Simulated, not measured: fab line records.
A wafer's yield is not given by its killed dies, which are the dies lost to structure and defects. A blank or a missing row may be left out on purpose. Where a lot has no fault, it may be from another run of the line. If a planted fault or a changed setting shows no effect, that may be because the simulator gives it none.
One fault seen from 2 desks + flow nandHarc + what lay behind the numbers comes last; until then each desk has only its own

THE DEFECT DESK
Lot by lot, what the route's inspections counted, given as the mean of those sampled wafers with a number. Any lot whose mean is over 4 standard deviations away from the usual mean is out of limits and marked OUT; that distance is given in the brackets.
Columns: A = rawDefectCount at NHARC_A_ONON_D1_INSPECT_32, usual 71
| lot  | first seen here | A   |
|------|-----------------|-----|
| L368 | day 8 02:03     | 73  |
| L369 | day 8 18:55     | 64  |
| L372 | day 9 21:57     | 48  |
| L375 | day 11 14:21    | 109 |
| L377 | day 12 05:55    | 53  |
| L386 | day 15 23:24    | 89  |
| L387 | day 16 08:43    | 81  |
| L388 | day 16 16:28    | 89  |
| L389 | day 17 01:00    | 40  |
| L390 | day 17 11:05    | 91  |
| L391 | day 17 21:48    | 129 |
This desk's verdict: no lot among the 11 shows anything out of limits.

THE TOOL OWNER'S DESK: harEtch-01
The tool's own readings at NHARC_A_CHANNEL_HOLE_D1_ETCH_19 (etches the open film in C4F8/O2/Ar, time 34.5 s): means of the sampled wafers that have a number, for each lot that ran on this tool. Any lot whose mean is over 4 standard deviations away from the usual mean is out of limits and marked OUT; that distance is given in the brackets.
Columns: A = c4f8FlowSccm at NHARC_A_CHANNEL_HOLE_D1_ETCH_19, usual 28.81 sccm; B = drypumpMotorCurrentA at NHARC_A_CHANNEL_HOLE_D1_ETCH_19, usual 5.61 A; C = heBacksideLeakSccm at NHARC_A_CHANNEL_HOLE_D1_ETCH_19, usual 6.1 sccm; D = showerheadPlenumPTorr at NHARC_A_CHANNEL_HOLE_D1_ETCH_19, usual 3.61 Torr; E = throttleValvePct at NHARC_A_CHANNEL_HOLE_D1_ETCH_19, usual 37.039 %
| lot  | first seen here | A               | B    | C   | D    | E                |
|------|-----------------|-----------------|------|-----|------|------------------|
| L368 | day 8 06:21     | 28.77           | 5.52 | 5.3 | 3.70 | 37.030           |
| L369 | day 9 03:46     | 28.82           | 5.53 | 5.2 | 3.69 | 37.035           |
| L372 | day 10 03:24    | 28.85           | 5.36 | 5.4 | 3.60 | 37.033           |
| L375 | day 12 01:37    | 24.02 (-58) OUT | 5.52 | 5.2 | 3.65 | 36.734 (-35) OUT |
| L377 | day 12 16:40    | 24.06 (-57) OUT | 5.55 | 5.4 | 3.64 | 36.721 (-36) OUT |
| L386 | day 16 03:37    | 28.82           | 5.53 | 5.5 | 3.64 | 37.045           |
| L387 | day 16 20:22    | 28.87           | 5.35 | 5.7 | 3.55 | 37.034           |
| L388 | day 17 00:31    | 28.85           | 5.53 | 5.6 | 3.63 | 37.040           |
| L391 | day 18 02:08    | 28.81           | 5.35 | 5.7 | 3.53 | 37.037           |
This desk's finding: out of limits on L375, L377; first on L375, day 12 01:37 (c4f8FlowSccm at NHARC_A_CHANNEL_HOLE_D1_ETCH_19). L368, L369, L372, L386, L387, L388, L391 stayed within limits.

PUT TOGETHER
At day 12 01:37, on L375, L377, the tool owner's desk was in a position to raise an alarm.
No out-of-limits result turned up at the defect desk.
The defect desk has L375, L377 on record, within its limits.
NHARC_A_CHANNEL_HOLE_D1_ETCH_19 was run on harEtch-01 by each of the lots named.

WHAT WAS PUT IN BY THE SIMULATOR
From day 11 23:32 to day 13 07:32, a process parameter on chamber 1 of harEtch-01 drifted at NHARC_A_CHANNEL_HOLE_D1_ETCH_19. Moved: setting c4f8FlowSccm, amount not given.
Struck lots among those shown: L375, L377.
Each desk's first reading out of limits, in hours after the fault started: the tool owner's desk, 2.
